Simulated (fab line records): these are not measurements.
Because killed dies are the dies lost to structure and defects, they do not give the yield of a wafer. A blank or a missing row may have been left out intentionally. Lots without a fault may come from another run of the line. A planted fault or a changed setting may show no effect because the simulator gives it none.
A lot that was struck, set against a sound lot -- flow nand_harc -- 14 steps out of a route of 1302
Sound: these wafers, L676.1, L676.2, L676.6. Wafers struck: L689.1, L689.2, L689.5. The cause comes at the end.
At each step with rows: each side's tool, then ch and its chambers, then its first start. Under that, the readings that differ: sound wafers -- struck wafers -- difference of the means -- sigmas: that difference in standard deviations of wafers without a fault.
alike: readings with means less than 2 such deviations apart, plus words and numbers identical on both sides. not compared: withheld readings, readings lacking a value on some wafer, bounds such as >300 that could conceal the same value, and numbers that have no deviation in the record and whose values overlap.
Wherever a step has rows on one side only, a row that says differs or no value, or a row with sigmas, the two part there. Non-overlapping numbers with no deviation appear without sigmas and do not part them. A reading that every wafer of one side lacks parts them only if that side has two wafers or more.

first, 2 steps without rows for these wafers: NHARC_A_STAIRCASE_DESCUM_186 (chemistry O2, time 3 s); NHARC_A_STAIRCASE_TRIM_187 (chemistry O2, time 211.2 s).
NHARC_A_STAIRCASE_ETCH_188: etches the open film in C4F8/O2, target depth 100 nm, time 40.5 s.
  sound: rie_diel-01 ch 0,2; struck: rie_diel-04 ch 1,2
  alike: oes_product_au, rf_vpp_V
  not compared: rf_hours_counter_h
NHARC_A_STAIRCASE_TRIM_189: chemistry O2, time 211.2 s.
  sound: rie_diel-01 ch 0,1; struck: rie_diel-04 ch 0,1,2
  alike: chamber_pressure_mTorr, drypump_motor_current_A, oes_product_au, rf_vpp_V, showerhead_plenum_p_Torr, throttle_valve_pct
  not compared: rf_hours_counter_h
then, 2 steps without rows for these wafers: NHARC_A_STAIRCASE_ETCH_190 (etches the open film in C4F8/O2, target depth 100 nm, time 40.5 s); NHARC_A_STAIRCASE_TRIM_191 (chemistry O2, time 211.2 s).
NHARC_A_STAIRCASE_ETCH_192: etches the open film in C4F8/O2, target depth 100 nm, time 40.5 s.
  sound: rie_diel-01 ch 0,2; struck: rie_diel-04 ch 0,1,3
reading,sound,struck,difference,sigmas
oes_product_au (a.u.),0.942 0.973 0.967,0.935 0.948 0.932,-0.022,-2
  alike: rf_vpp_V
  not compared: rf_hours_counter_h
NHARC_A_STAIRCASE_TRIM_193: chemistry O2, time 211.2 s.
  sound: rie_diel-01 ch 1,2; struck: rie_diel-04 ch 0,3
reading,sound,struck,difference,sigmas
showerhead_plenum_p_Torr (Torr),3.55 3.30 3.30,3.72 3.57 3.72,+0.29,+2
  alike: chamber_pressure_mTorr, drypump_motor_current_A, oes_product_au, rf_vpp_V, throttle_valve_pct
  not compared: rf_hours_counter_h
then, 2 steps without rows for these wafers: NHARC_A_STAIRCASE_ETCH_194 (etches the open film in C4F8/O2, target depth 100 nm, time 40.5 s); NHARC_A_STAIRCASE_TRIM_196 (chemistry O2, time 211.2 s).
NHARC_A_STAIRCASE_ETCH_197: etches the open film in C4F8/O2, target depth 100 nm, time 40.5 s.
  sound: rie_diel-07 ch 1,2; struck: rie_diel-04 ch 0,1,2
  alike: oes_product_au, rf_vpp_V
  not compared: rf_hours_counter_h
NHARC_A_STAIRCASE_TRIM_198: chemistry O2, time 211.2 s.
  sound on rie_diel-07 ch 1,2,3, day 15 13:10; struck on rie_diel-04 ch 1,3, day 20 23:20
  no value came back on the struck wafers for any of 7 readings (bias_w (W), chamber_pressure_mTorr (mTorr) and others); on the sound wafers bias_w (W) reads 0 0 0
  not compared: rf_hours_counter_h
then, 1 step without rows for these wafers: NHARC_A_STAIRCASE_ETCH_199 (etches the open film in C4F8/O2, target depth 100 nm, time 40.5 s).
-- the record jumps here: 9 days lie between the struck wafers' starts before and after (it left off in module A_STAIRCASE and takes up again in module END, whose first step shown is number 1302 of the route) --
NHARC_END_SORT_01:
  only the struck wafers appear in the record here, on prober-01 ch 0 at day 29 20:31; the sound ones have no rows

WHERE THEY PART
At NHARC_A_STAIRCASE_ETCH_192 first; at NHARC_END_SORT_01 last (within this record only).

WHY: the cause the simulator had injected
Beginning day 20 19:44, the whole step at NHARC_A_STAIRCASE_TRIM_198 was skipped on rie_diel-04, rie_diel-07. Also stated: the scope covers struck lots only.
